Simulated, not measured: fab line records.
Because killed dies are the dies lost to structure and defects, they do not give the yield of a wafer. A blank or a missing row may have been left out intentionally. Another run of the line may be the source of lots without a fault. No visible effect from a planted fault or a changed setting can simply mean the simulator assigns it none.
Chamber matching ; flow nandHarc ; NHARC_P_GATE_DEP_103 on pecvd-03 has 3 sister chambers
The step deposits SiON, target thk 30 nm. 3 wafers are shown with their chamber, then 7 later ones without.

WAFERS WITH THEIR CHAMBER
wafer;chamber;heaterPowerW (W)
L085.3;2;818
L087.1;0;849
L087.3;1;610

WAFERS WITH NO CHAMBER GIVEN
wafer;heaterPowerW (W)
L087.5;874
L093.3;932
L093.4;655
L093.5;666
L095.4;733
L095.5;805
L095.6;582

WHICH CHAMBER EACH WENT THROUGH
wafer;from the rows above;in truth
L087.5;can't be placed: 0 or 2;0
L093.3;can't be placed: 0 or 2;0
L093.4;1;1
L093.5;can't be placed: 1 or 2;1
L095.4;can't be placed: 2 or 0 or 1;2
L095.5;can't be placed: 2 or 0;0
L095.6;1;1
Correctly placed: 2 of 7. Not placeable from these rows: 5 (in 5, the candidates include the true chamber). 0 placed wrongly.
How it was worked out, from the rows above alone: a wafer's distance from a chamber is the root of the sum, over the readings, of the square of ((its reading less the chamber's mean) divided by the reading's scatter). The wafer belongs to the nearest chamber; if the next one is less than 2 further off, it can't be placed. Each chamber's mean is taken over the wafers shown for it. The scatter (one wafer shown for each chamber): square how far every hidden wafer sits from the nearest shown wafer, average those squares and take the square root.
